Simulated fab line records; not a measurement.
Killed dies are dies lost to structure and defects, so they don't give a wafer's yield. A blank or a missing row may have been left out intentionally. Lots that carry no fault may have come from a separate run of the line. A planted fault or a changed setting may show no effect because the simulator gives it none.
fab line records -- flow nand_harc
record lots=13, wafers=39, last_day=24
route steps=1159 shown P_ZERO_WELL@19 P_STI@90 END@1159
lots untouched by any fault: they come from a run of this same line in which no faults occurred
start_h: hours from the record's opening day to when the first of the lot's shown wafers began -- wait_h: hours from the lot's prior step to this one -- " identical to the entry in the row above -- L1.1+2: several wafers, shown together as one row -- - no value, or no start given -- * or withheld: withheld -- < > ~ a bound
route shown NAME@n: names a module that has steps shown in the file, with the first one's number in the route -- usual: mean/standard deviation taken from wafers without a fault -- same: alike in all rows -- chamber/n: place in a boat -- sites: the reading at each site -- _std_site: how widely they spread, as a standard deviation -- _edge_site: the outer-site mean with the inner-site mean subtracted -- radius_mm: how far each site lies from the wafer's centre -- mask NAME#n: copy n -- behind: the tool/chamber that last shaped the wafer -- hold: why the lot was held/for how many hours/how that ended -- device: which transistor (n, p or np) failed to switch -- end of line: the same wafers' tests at the end of the route -- where a step has no rows: the recipe by itself -- killed: not the wafer's yield, but the dies lost to structure and defects at the first sort -- map: the dies of a wafer, with x for killed, . for not killed, _ for no die there
set.NAME: the setting that was run; set.NAME@STEP: the one run at that earlier step -- model.NAME: the simulator's own value behind a step, which no gauge read
one table for each step of the route and one row for each wafer, over a sample of lots
services: the hour from which a tool's chamber was out of use, counted from the record's first day as start_h (under 0 if before that day), plus the number of hours and why
## steps
# step NHARC_P_ZERO_WELL_ETCH_63
# recipe target_depth_a=1200, time_s=40.1, hbr_flow_sccm=150, cl2_flow_sccm=50, rf_w=400, icp_w=400, bias_w=100, chemistry=HBr/Cl2
# usual drypump_motor_current_A=5.6/0.41, oes_product_au=1.005/0.01, throttle_valve_pct=26.405/0.009
lot.wafer,tool,chamber,start_h,wait_h,drypump_motor_current_A,oes_product_au,rf_hours_counter_h,throttle_valve_pct
L506.3,rie_si-03,3,13.78,-,5.3,0.997,0.4,26.403
L506.6,rie_si-03,3,13.78,-,5.3,1.012,-,26.399
L506.4,rie_si-03,0,13.78,-,4.9,1.013,-,26.403
L507.1,rie_si-03,1,19.78,-,5.7,0.989,0.5,26.409
L507.6,rie_si-03,0,19.78,-,4.9,1.009,-,26.407
L507.4,rie_si-03,1,19.78,-,5.7,0.999,-,26.411
L510.2,rie_si-06,3,37.71,-,5.8,1.005,0.1,26.409
L510.5,rie_si-06,1,37.71,-,5.7,1.036,-,26.398
L510.6,rie_si-06,2,37.71,-,5.5,0.995,-,26.395
L511.4,rie_si-06,3,43.60,-,5.8,1.007,0.2,26.407
L511.3,rie_si-06,2,43.60,-,5.5,1.005,0.2,26.400
L511.6,rie_si-06,0,43.60,-,5.5,1.001,-,26.410
L512.3,rie_si-03,3,49.66,-,5.3,0.995,0.8,26.402
L512.2,rie_si-03,2,49.66,-,5.5,1.009,0.1,26.385
L512.5,rie_si-03,3,49.66,-,5.3,0.988,-,26.406
L513.1,rie_si-03,0,55.56,-,4.9,1.008,0.9,26.401
L513.2,rie_si-03,1,55.56,-,5.7,0.994,0.8,26.405
L513.5,rie_si-03,3,55.56,-,5.3,0.993,-,26.409
L514.4,rie_si-03,1,61.54,-,5.7,1.001,0.9,26.413
L514.1,rie_si-03,3,61.54,-,5.3,1.006,0.9,26.408
L514.2,rie_si-03,0,61.54,-,4.9,1.003,0.9,26.406
L517.1,rie_si-01,3,79.67,-,6.1,1.005,1.1,26.390
L517.2,rie_si-01,0,79.67,-,4.9,1.010,1.3,26.412
L517.5,rie_si-01,3,79.67,-,6.2,1.012,-,26.412
L518.4,rie_si-06,0,85.56,-,5.5,0.993,0.6,26.392
L518.1,rie_si-06,2,85.56,-,5.5,0.981,0.5,26.422
L518.2,rie_si-06,3,85.56,-,5.8,0.995,0.6,26.411
L520.3,rie_si-03,3,97.65,-,5.3,1.011,1.1,26.422
L520.4,rie_si-03,0,97.65,-,4.9,1.009,-,26.400
L520.6,rie_si-03,2,97.65,-,5.5,1.004,-,26.427
L522.2,rie_si-01,0,109.65,-,4.9,1.015,1.5,26.399
L522.1,rie_si-01,3,109.65,-,6.1,1.010,1.3,26.416
L522.6,rie_si-01,1,109.65,-,6.7,1.014,-,26.416
L525.2,rie_si-06,3,127.69,-,5.8,0.999,1.0,26.392
L525.5,rie_si-06,0,127.69,-,5.5,0.994,-,26.410
L525.6,rie_si-06,1,127.69,-,5.7,1.014,-,26.404
L529.4,rie_si-01,1,151.53,-,6.7,1.010,0.1,26.391
L529.6,rie_si-01,1,151.53,-,6.7,1.012,-,26.402
L529.5,rie_si-01,2,151.53,-,5.8,1.013,-,26.420
# step NHARC_P_ZERO_WELL_PEB_22
# recipe peb_temp_c=118, peb_time_s=85
# usual heater_power_total_W=163.96/0.26, plate_temp_C=117.99/0.13
lot.wafer,tool,chamber,start_h,wait_h,heater_power_total_W,plate_temp_C
L506.3,litho_track-05,0,14.64,0.1,163.98,117.70
L506.4,litho_track-05,0,14.64,0.1,164.10,118.01
L506.6,litho_track-05,0,14.64,0.1,164.07,117.89
L507.1,litho_track-03,0,20.49,0.1,164.03,117.83
L507.4,litho_track-03,0,20.49,0.1,164.14,117.91
L507.6,litho_track-03,0,20.49,0.1,163.76,117.99
L510.2,litho_track-02,0,38.51,0.1,163.82,117.96
L510.5,litho_track-02,0,38.51,0.1,163.66,118.04
L510.6,litho_track-02,0,38.51,0.1,163.63,117.98
L511.3,litho_track-02,0,44.31,0.1,164.12,118.09
L511.4,litho_track-02,0,44.31,0.1,164.09,118.10
L511.6,litho_track-02,0,44.31,0.1,163.79,118.12
L512.2,litho_track-02,0,50.37,0.1,163.92,118.08
L512.3,litho_track-02,0,50.37,0.1,163.68,117.71
L512.5,litho_track-02,0,50.37,0.1,163.68,118.10
L513.1,litho_track-05,0,56.38,0.1,164.04,117.85
L513.2,litho_track-05,0,56.38,0.1,164.28,118.15
L513.5,litho_track-05,0,56.38,0.1,163.97,117.93
L514.1,litho_track-02,0,62.38,0.1,164.29,118.10
L514.2,litho_track-02,0,62.38,0.1,163.99,117.93
L514.4,litho_track-02,0,62.38,0.1,164.15,118.14
L517.1,litho_track-02,0,80.37,0.1,160.72,116.17
L517.2,litho_track-02,0,80.37,0.1,160.72,116.12
L517.5,litho_track-02,0,80.37,0.1,160.94,116.17
L518.1,litho_track-02,0,86.28,0.1,160.36,116.01
L518.2,litho_track-02,0,86.28,0.1,160.83,116.18
L518.4,litho_track-02,0,86.28,0.1,160.67,116.27
L520.3,litho_track-02,0,98.53,0.1,160.57,116.10
L520.4,litho_track-02,0,98.53,0.1,160.72,116.23
L520.6,litho_track-02,0,98.53,0.1,160.33,116.21
L522.1,litho_track-05,0,110.36,0.1,164.11,117.94
L522.2,litho_track-05,0,110.36,0.1,164.18,117.82
L522.6,litho_track-05,0,110.36,0.1,163.69,118.10
L525.2,litho_track-03,0,128.52,0.1,164.47,117.96
L525.5,litho_track-03,0,128.52,0.1,163.67,118.05
L525.6,litho_track-03,0,128.52,0.1,163.66,118.07
L529.4,litho_track-05,0,152.37,0.0,163.93,117.82
L529.5,litho_track-05,0,152.37,0.0,163.84,118.09
L529.6,litho_track-05,0,152.37,0.0,163.69,118.00
# step NHARC_P_ZERO_WELL_CD_MEAS_52
# recipe target_cd_nm=2000, landing_energy_ev=500
# usual cd_nm=2000.4/1.6
lot.wafer,tool,chamber,start_h,wait_h,cd_nm
L506.3,cd_sem-02,0,17.89,-,2000.8
L506.4,cd_sem-02,0,17.89,-,2001.6
L506.6,cd_sem-02,0,17.89,-,2002.6
L507.1,cd_sem-03,0,23.76,-,2000.5
L507.4,cd_sem-03,0,23.76,-,2000.0
L507.6,cd_sem-03,0,23.76,-,2000.5
L510.2,cd_sem-02,0,41.71,-,2000.2
L510.5,cd_sem-02,0,41.71,-,2000.8
L510.6,cd_sem-02,0,41.71,-,2001.4
L511.3,cd_sem-01,0,47.75,-,2000.0
L511.4,cd_sem-01,0,47.75,-,1999.3
L511.6,cd_sem-01,0,47.75,-,1998.9
L512.2,cd_sem-03,0,53.64,-,2000.5
L512.3,cd_sem-03,0,53.64,-,1996.6
L512.5,cd_sem-03,0,53.64,-,1999.2
L513.1,cd_sem-03,0,59.63,-,1998.5
L513.2,cd_sem-03,0,59.63,-,1998.9
L513.5,cd_sem-03,0,59.63,-,2000.5
L514.1,cd_sem-02,0,65.64,-,2002.9
L514.2,cd_sem-02,0,65.64,-,1998.2
L514.4,cd_sem-02,0,65.64,-,1999.3
L517.1,cd_sem-02,0,83.62,-,1998.2
L517.2,cd_sem-02,0,83.62,-,2000.2
L517.5,cd_sem-02,0,83.62,-,1998.9
L518.1,cd_sem-02,0,89.54,-,2004.0
L518.2,cd_sem-02,0,89.54,-,2000.5
L518.4,cd_sem-02,0,89.54,-,1999.8
L520.3,cd_sem-03,0,101.90,-,2001.3
L520.4,cd_sem-03,0,101.90,-,2001.7
L520.6,cd_sem-03,0,101.90,-,1998.3
L522.1,cd_sem-03,0,113.74,-,1998.8
L522.2,cd_sem-03,0,113.74,-,1999.7
L522.6,cd_sem-03,0,113.74,-,2001.0
L525.2,cd_sem-01,0,131.66,-,2001.3
L525.5,cd_sem-01,0,131.66,-,2001.3
L525.6,cd_sem-01,0,131.66,-,2001.4
L529.4,cd_sem-02,0,155.61,-,1998.4
L529.5,cd_sem-02,0,155.61,-,1998.1
L529.6,cd_sem-02,0,155.61,-,1999.4
# step NHARC_P_STI_ETCH_15
# recipe target_depth_a=3000, taper_deg=4, time_s=100.1, hbr_flow_sccm=150, cl2_flow_sccm=50, rf_w=400, icp_w=400, bias_w=100, chemistry=HBr/Cl2
# usual drypump_motor_current_A=5.7/0.48, oes_product_au=0.999/0.0099, throttle_valve_pct=26.406/0.0092
lot.wafer,tool,chamber,start_h,wait_h,drypump_motor_current_A,oes_product_au,rf_hours_counter_h,throttle_valve_pct
L506.4,rie_si-05,2,37.67,-,6.3,0.997,1.2,26.396
L506.3,rie_si-05,3,37.67,-,6.2,1.009,1.3,26.420
L506.6,rie_si-05,1,37.67,-,5.8,0.994,-,26.408
L507.4,rie_si-04,1,44.45,-,5.0,0.993,0.8,26.405
L507.1,rie_si-04,2,44.45,-,5.5,0.997,0.8,26.404
L507.6,rie_si-04,0,44.45,-,5.6,0.995,-,26.408
L510.2,rie_si-04,2,59.55,-,5.5,0.988,0.9,26.407
L510.5,rie_si-04,3,59.55,-,5.3,0.988,-,26.425
L510.6,rie_si-04,0,59.55,-,5.6,0.994,-,26.393
L511.3,rie_si-04,3,66.63,-,5.3,0.999,0.9,26.407
L511.4,rie_si-04,1,66.63,-,5.0,0.995,0.9,26.412
L511.6,rie_si-04,0,66.63,-,5.6,0.998,-,26.407
L512.3,rie_si-05,1,72.28,-,5.8,0.984,0.0,26.396
L512.2,rie_si-05,2,72.28,-,6.3,1.003,0.0,26.401
L512.5,rie_si-05,1,72.28,-,5.8,0.988,-,26.393
L513.1,rie_si-05,2,77.43,-,6.3,0.996,0.1,26.420
L513.2,rie_si-05,3,77.43,-,6.2,1.004,0.1,26.399
L513.5,rie_si-05,2,77.43,-,6.3,0.990,-,26.413
L514.1,rie_si-05,0,83.90,-,6.5,0.991,0.2,26.414
L514.2,rie_si-05,2,83.90,-,6.3,0.998,0.2,26.416
L514.4,rie_si-05,3,83.90,-,6.1,0.999,0.2,26.382
L518.1,rie_si-05,0,103.91,-,6.5,1.001,0.3,26.411
L518.4,rie_si-05,2,103.91,-,6.3,1.003,0.3,26.398
L518.2,rie_si-05,3,103.91,-,6.2,1.005,0.2,26.420
L517.2,rie_si-02,2,104.05,-,5.2,1.007,0.3,26.394
L517.1,rie_si-02,3,104.05,-,5.0,1.008,0.4,26.388
L517.5,rie_si-02,1,104.05,-,5.8,0.986,-,26.410
L520.3,rie_si-05,0,121.39,-,6.5,1.003,0.5,26.410
L520.4,rie_si-05,2,121.39,-,6.3,1.007,0.4,26.432
L520.6,rie_si-05,3,121.39,-,6.1,1.004,-,26.419
L522.1,rie_si-05,0,131.52,-,6.5,0.997,0.6,26.401
L522.2,rie_si-05,2,131.52,-,6.3,1.006,0.5,26.409
L522.6,rie_si-05,0,131.52,-,6.5,1.002,-,26.421
L525.2,rie_si-02,3,152.41,-,5.0,1.006,0.8,26.409
L525.6,rie_si-02,3,152.41,-,5.0,1.011,-,26.405
L525.5,rie_si-02,0,152.41,-,5.5,1.006,-,26.396
L529.4,rie_si-02,3,173.35,-,5.0,0.993,1.0,26.410
L529.5,rie_si-02,3,173.35,-,5.0,0.991,-,26.407
L529.6,rie_si-02,0,173.35,-,5.5,0.989,-,26.406
# step NHARC_END_SORT_01
# recipe temp_c=25
# usual killed_at_array=25/9.5, killed_at_other=0.8/1.2, killed_at_periphery=3.4/2.2, killed_dies=29/10, killed_open=3.3/1.8, killed_short=2.1/1.4
# same gross_dies=677
lot.wafer,tool,chamber,start_h,wait_h,killed_at_array,killed_at_other,killed_at_periphery,killed_dies,killed_open,killed_short
L513.1,prober-02,0,485.88,2.5,35,1,6,42,5,4
L513.2,prober-02,0,486.67,2.8,35,0,5,40,7,0
L513.5,prober-02,0,489.06,3.7,28,1,1,30,1,0
L514.1,prober-02,0,495.38,2.5,16,1,2,19,4,1
L514.2,prober-02,0,496.18,2.8,15,1,0,16,2,1
L514.4,prober-02,0,497.78,3.4,13,0,3,16,4,4
L511.3,prober-01,0,496.88,3.1,9,0,5,14,7,2
L511.4,prober-01,0,497.67,3.4,7,1,3,11,4,2
L511.6,prober-01,0,499.26,4.0,10,0,2,12,4,1
L518.1,prober-01,0,510.82,2.5,20,0,2,22,0,4
L518.2,prober-01,0,511.62,2.8,29,0,5,34,1,5
L518.4,prober-01,0,513.22,3.4,31,0,6,37,6,0
L517.1,prober-02,0,535.34,2.5,19,2,6,27,7,3
L517.2,prober-02,0,536.14,2.8,23,5,2,30,1,3
L517.5,prober-02,0,538.57,3.7,19,1,12,32,2,2
L520.3,prober-01,0,547.23,3.1,34,1,1,36,2,4
L520.4,prober-01,0,548.04,3.4,30,4,0,34,1,1
L520.6,prober-01,0,549.65,4.0,25,4,3,32,2,3
L525.2,prober-01,0,562.03,2.8,30,0,6,36,2,2
L525.5,prober-01,0,564.39,3.6,31,0,3,34,3,3
L525.6,prober-01,0,565.18,3.9,25,2,6,33,5,2
L529.4,prober-02,0,578.09,3.4,20,0,5,25,8,4
L529.5,prober-02,0,578.90,3.7,15,1,3,19,3,2
L529.6,prober-02,0,579.70,4.0,20,1,4,25,4,0
# killed by level:class
L513.1 A_CHANNEL_HOLE_D1:chamber_film_flake=18 A_SLIT:chamber_film_flake=12 P_GATE:geometric_particle:open=2 A_WL_FILL:geometric_particle:short=2 P_CONTACT:geometric_particle:open=1 P_M0:geometric_particle:short=1 P_M2:geometric_particle:open=1 A_ONON_D1:geometric_particle:open=1
L513.2 A_CHANNEL_HOLE_D1:chamber_film_flake=12 A_CONTACT:chamber_film_flake=8 A_SLIT:chamber_film_flake=5 A_SGD_CUT:chamber_film_flake=3 A_CHANNEL_FILL_D1:geometric_particle:open=2 A_M0:geometric_particle:open=2 A_STAIRCASE:chamber_film_flake=2 P_M1:geometric_particle:open=1
L513.5 A_CHANNEL_HOLE_D1:chamber_film_flake=17 A_SLIT:chamber_film_flake=4 A_CONTACT:chamber_film_flake=3 A_WL_FILL:geometric_particle:open=1 P_BONDPAD:chamber_film_flake=1 A_ZERO_WELL:chamber_film_flake=1 A_CHANNEL_FILL_D1:chamber_film_flake=1 A_SGD_CUT:chamber_film_flake=1
L514.1 A_CONTACT:chamber_film_flake=5 A_CHANNEL_HOLE_D1:chamber_film_flake=3 A_WL_FILL:chamber_film_flake=2 P_CONTACT:geometric_particle:open=1 A_SLIT:geometric_particle:open=1 A_WL_FILL:geometric_particle:short=1 A_WL_FILL:geometric_particle:open=1 A_CONTACT:geometric_particle:open=1
L514.2 A_CHANNEL_HOLE_D1:chamber_film_flake=5 A_CONTACT:chamber_film_flake=4 A_CHANNEL_FILL_D1:geometric_particle:open=2 A_WL_FILL:chamber_film_flake=2 A_CONTACT:geometric_particle:short=1 A_ZERO_WELL:chamber_film_flake=1 THIN_TSV:chamber_film_flake=1
L511.3 P_M0:geometric_particle:open=2 A_ONON_D1:geometric_particle:open=2 P_ZERO_WELL:chamber_film_flake=2 A_CHANNEL_HOLE_D1:chamber_film_flake=2 P_CONTACT:geometric_particle:open=1 A_SOURCE_PLATE:geometric_particle:short=1 A_CHANNEL_HOLE_D1:geometric_particle:open=1 A_CHANNEL_FILL_D1:geometric_particle:open=1
L511.4 A_SGD_CUT:geometric_particle:open=2 P_GATE:geometric_particle:open=1 P_GATE:geometric_particle:short=1 A_ONON_D1:geometric_particle:short=1 A_CONTACT:geometric_particle:open=1 P_BONDPAD:chamber_film_flake=1 A_ZERO_WELL:chamber_film_flake=1 A_CHANNEL_HOLE_D1:chamber_film_flake=1
L514.4 A_CONTACT:chamber_film_flake=3 P_M0:geometric_particle:open=2 A_CHANNEL_FILL_D1:geometric_particle:short=2 A_CHANNEL_FILL_D1:chamber_film_flake=2 A_WL_FILL:chamber_film_flake=2 P_GATE:geometric_particle:open=1 A_SGD_CUT:geometric_particle:short=1 A_WL_FILL:geometric_particle:short=1
L511.6 A_ONON_D1:geometric_particle:open=3 A_CHANNEL_HOLE_D1:chamber_film_flake=3 A_SGD_CUT:geometric_particle:short=1 A_BLC:geometric_particle:open=1 P_STI:chamber_film_flake=1 P_GATE:chamber_film_flake=1 A_CHANNEL_FILL_D1:chamber_film_flake=1 A_STAIRCASE:chamber_film_flake=1
L518.1 A_CHANNEL_HOLE_D1:chamber_film_flake=14 A_WL_FILL:chamber_film_flake=2 A_ONON_D1:geometric_particle:short=1 A_SGD_CUT:geometric_particle:short=1 A_BLC:geometric_particle:short=1 A_M1:geometric_particle:short=1 P_STI:chamber_film_flake=1 P_GATE:chamber_film_flake=1
L518.2 A_CHANNEL_HOLE_D1:chamber_film_flake=18 A_STAIRCASE:chamber_film_flake=5 P_GATE:chamber_film_flake=2 A_WL_FILL:chamber_film_flake=2 P_STI:geometric_particle:short=1 P_GATE:geometric_particle:short=1 P_M2:geometric_particle:short=1 A_ONON_D1:geometric_particle:short=1
L518.4 A_CHANNEL_HOLE_D1:chamber_film_flake=20 A_STAIRCASE:chamber_film_flake=5 A_BLC:geometric_particle:open=2 A_M0:geometric_particle:open=2 P_GATE:chamber_film_flake=2 A_CONTACT:chamber_film_flake=2 P_CONTACT:geometric_particle:open=1 P_M0:geometric_particle:open=1
L517.1 A_SLIT:chamber_film_flake=5 A_CHANNEL_HOLE_D1:chamber_film_flake=3 P_CONTACT:geometric_particle:open=2 A_CONTACT:geometric_particle:open=2 A_STAIRCASE:chamber_film_flake=2 THIN_TSV:chamber_film_flake=2 P_M0:geometric_particle:open=1 A_CHANNEL_HOLE_D1:geometric_particle:open=1
L517.2 A_SLIT:chamber_film_flake=13 A_CHANNEL_HOLE_D1:chamber_film_flake=4 THIN_TSV:chamber_film_flake=3 A_WL_FILL:geometric_particle:short=1 A_WL_FILL:geometric_particle:open=1 A_M0:geometric_particle:short=1 STARTING-WAFER:geometric_particle:short=1 P_GATE:chamber_film_flake=1
L517.5 A_SLIT:chamber_film_flake=9 P_M1:chamber_film_flake=4 P_GATE:chamber_film_flake=3 A_CHANNEL_HOLE_D1:chamber_film_flake=3 A_STAIRCASE:chamber_film_flake=3 P_GATE:geometric_particle:short=2 P_M2:chamber_film_flake=2 A_ONON_D1:geometric_particle:open=1
L520.3 A_CHANNEL_HOLE_D1:chamber_film_flake=25 A_CONTACT:chamber_film_flake=2 P_STI:geometric_particle:short=1 A_ONON_D1:geometric_particle:open=1 A_CHANNEL_FILL_D1:geometric_particle:short=1 A_CHANNEL_FILL_D1:geometric_particle:open=1 A_WL_FILL:geometric_particle:short=1 A_M0:geometric_particle:short=1
L520.4 A_CHANNEL_HOLE_D1:chamber_film_flake=20 A_CONTACT:chamber_film_flake=4 THIN_TSV:chamber_film_flake=3 A_ZERO_WELL:chamber_film_flake=2 A_STAIRCASE:chamber_film_flake=2 A_CHANNEL_FILL_D1:geometric_particle:short=1 A_CONTACT:geometric_particle:open=1 HYBRID_BOND:chamber_film_flake=1
L520.6 A_CHANNEL_HOLE_D1:chamber_film_flake=18 THIN_TSV:chamber_film_flake=4 A_SGD_CUT:geometric_particle:short=2 A_CONTACT:chamber_film_flake=2 P_CONTACT:geometric_particle:open=1 P_M0:geometric_particle:short=1 A_CONTACT:geometric_particle:open=1 P_GATE:chamber_film_flake=1
L525.2 A_CHANNEL_HOLE_D1:chamber_film_flake=10 A_SLIT:chamber_film_flake=8 P_GATE:chamber_film_flake=4 A_BLC:chamber_film_flake=4 A_STAIRCASE:chamber_film_flake=2 P_GATE:geometric_particle:open=1 A_ONON_D1:geometric_particle:short=1 A_CONTACT:geometric_particle:open=1
L525.5 A_SLIT:chamber_film_flake=16 A_CHANNEL_HOLE_D1:chamber_film_flake=3 A_STAIRCASE:chamber_film_flake=3 P_M2:geometric_particle:short=1 A_ONON_D1:geometric_particle:short=1 A_WL_FILL:geometric_particle:short=1 A_CONTACT:geometric_particle:open=1 A_M0:geometric_particle:open=1
L525.6 A_SLIT:chamber_film_flake=7 P_GATE:chamber_film_flake=4 A_CHANNEL_HOLE_D1:chamber_film_flake=3 A_CHANNEL_FILL_D1:chamber_film_flake=3 A_CONTACT:chamber_film_flake=3 STARTING-WAFER:geometric_particle:open=2 A_ZERO_WELL:chamber_film_flake=2 A_M0:chamber_film_flake=2
L529.4 A_CHANNEL_HOLE_D1:chamber_film_flake=10 A_CONTACT:geometric_particle:open=3 A_M0:geometric_particle:open=2 P_CONTACT:geometric_particle:open=1 P_M0:geometric_particle:open=1 P_M1:geometric_particle:short=1 A_CHANNEL_FILL_D1:geometric_particle:short=1 A_BLC:geometric_particle:short=1
L529.5 A_CHANNEL_HOLE_D1:chamber_film_flake=6 P_ZERO_WELL:chamber_film_flake=2 A_STAIRCASE:chamber_film_flake=2 P_M1:geometric_particle:short=1 A_CHANNEL_HOLE_D1:geometric_particle:open=1 A_M0:geometric_particle:open=1 A_M0:geometric_particle:short=1 A_M1:geometric_particle:open=1
L529.6 A_CHANNEL_HOLE_D1:chamber_film_flake=10 P_ZERO_WELL:chamber_film_flake=3 A_ZERO_WELL:chamber_film_flake=2 A_STAIRCASE:chamber_film_flake=2 A_CONTACT:chamber_film_flake=2 P_M1:geometric_particle:open=1 A_CHANNEL_FILL_D1:geometric_particle:open=1 A_CONTACT:geometric_particle:open=1
## services
tool,chamber,start_h,hours,kind
litho_track-02,-,-10.00,7.0,pm
rie_si-06,-,6.00,9.0,pm
rie_si-01,3,6.49,5.0,repair
rie_si-02,-,34.00,9.0,pm
litho_track-03,-,38.00,7.0,pm
rie_si-01,1,59.93,7.8,repair
litho_track-05,-,62.00,7.0,pm
rie_si-05,-,62.00,9.0,pm
rie_si-02,-,67.48,0.1,repair
rie_si-06,1,76.89,5.1,repair
rie_si-06,0,77.13,8.0,repair
rie_si-03,1,94.57,12.2,repair
rie_si-04,-,99.00,9.0,pm
rie_si-06,-,100.83,0.9,repair
rie_si-06,-,105.44,1.7,repair
rie_si-03,3,112.71,12.2,repair
rie_si-06,2,123.35,16.0,repair
rie_si-01,3,126.23,13.4,repair
rie_si-01,-,127.00,9.0,pm
rie_si-06,2,142.04,26.1,repair
rie_si-03,-,155.00,9.0,pm
litho_track-02,-,165.00,7.0,pm
rie_si-06,0,169.93,1.8,repair
rie_si-04,3,171.75,27.0,repair
## key
first_sign step=NHARC_P_ZERO_WELL_PEB_22, reading=plate_temp_C, direction=down, sigmas=14, usual=*, struck=*
effect step=NHARC_P_ZERO_WELL_PEB_22, reading=heater_power_total_W, direction=down, sigmas=13, usual=*, struck=*
met_at NHARC_P_ZERO_WELL_PEB_22
struck_lots L517,L518,L520
tester_left_out L517,L518,L520
not_acting_at NHARC_P_ZERO_WELL_ETCH_63,NHARC_P_ZERO_WELL_CD_MEAS_52,NHARC_P_STI_ETCH_15
onset_between 62.38 80.37
fault kind=process_parameter_drift, tool=litho_track-02, chamber=-, onset_h=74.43, steps=NHARC_P_ZERO_WELL_PEB_22, channel=peb_temp_c, offset=*, shape=step, end_h=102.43, acts_in=*, stated=*
# tester_left_out: of these lots the tester's yield and bins aren't shown, on N5 and GAA mostly nor the transistor test; their killed dies are dies lost to structure and defects alone, not to doping, threshold or leakage, so they don't give the yield
